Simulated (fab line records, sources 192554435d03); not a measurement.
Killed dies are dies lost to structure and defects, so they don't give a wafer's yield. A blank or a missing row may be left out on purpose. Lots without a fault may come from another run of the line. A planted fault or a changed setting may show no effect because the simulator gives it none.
Chamber matching | flow n5_finfet | N5_BEOL_M0_SAQP_ETCH_106 on rie_diel-04: 4 sister chambers
The step etches SOC in N2/H2, stops on SiNx, target depth 150 nm. 14 wafers are shown with their chamber, then 7 later ones without.

WAFERS WITH THEIR CHAMBER
wafer  | chamber | showerhead_plenum_p_Torr (Torr) | throttle_valve_pct (%) | drypump_motor_current_A (A)
L075.3 | 0       | 2.70                            | 17.59                  | 5.4
L075.5 | 0       | 2.70                            | 17.59                  | 5.4
L075.6 | 3       | 2.54                            | 17.79                  | 6.4
L078.1 | 1       | 2.55                            | 18.03                  | 6.2
L078.3 | 3       | 2.54                            | 17.80                  | 6.5
L078.5 | 2       | 2.53                            | 17.83                  | 6.5
L082.1 | 2       | 2.53                            | 17.84                  | 6.5
L082.3 | 1       | 2.55                            | 18.03                  | 6.2
L082.4 | 0       | 2.70                            | 17.61                  | 5.4
L084.1 | 0       | 2.69                            | 17.62                  | 5.5
L084.3 | 2       | 2.53                            | 17.86                  | 6.5
L084.4 | 3       | 2.54                            | 17.81                  | 6.4
L086.1 | 2       | 2.53                            | 17.85                  | 6.5
L086.2 | 1       | 2.55                            | 18.05                  | 6.1

SIGNATURES (means of the wafers above)
reading                  | chamber 0 | chamber 1 | chamber 2 | chamber 3 | scatter within a chamber
showerhead_plenum_p_Torr | 2.6975    | 2.5500    | 2.5300    | 2.5400    | 0.00274
throttle_valve_pct       | 17.6025   | 18.0367   | 17.8450   | 17.8000   | 0.0128
drypump_motor_current_A  | 5.425     | 6.167     | 6.500     | 6.433     | 0.0456
Rule: a wafer's distance from a chamber is the root of the sum, over the readings, of the square of ((its reading less the chamber's mean) divided by the reading's scatter). The wafer belongs to the nearest chamber; if the next one is less than 2 further off, it can't be placed. The scatter: the root of (the sum of the squares of (reading less its chamber's mean) over the shown wafers, divided by (wafers less chambers)).

WAFERS WITHOUT THEIR CHAMBER
wafer  | showerhead_plenum_p_Torr (Torr) | throttle_valve_pct (%) | drypump_motor_current_A (A)
L086.6 | 2.53                            | 17.82                  | 6.5
L094.1 | 2.69                            | 17.66                  | 5.4
L094.3 | 2.54                            | 18.07                  | 6.2
L094.4 | 2.53                            | 17.85                  | 6.4
L096.1 | 2.53                            | 17.84                  | 6.5
L096.5 | 2.68                            | 17.65                  | 5.4
L096.6 | 2.54                            | 18.09                  | 6.2

WHICH CHAMBER EACH WENT THROUGH
wafer  | from the rows above | in truth
L086.6 | 2                   | 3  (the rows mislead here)
L094.1 | 0                   | 0
L094.3 | 1                   | 1
L094.4 | 2                   | 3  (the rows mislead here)
L096.1 | 2                   | 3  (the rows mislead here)
L096.5 | 0                   | 0
L096.6 | 1                   | 1
Placed correctly: 4 of 7. Can't be placed from these rows: 0. Placed wrongly: 3.
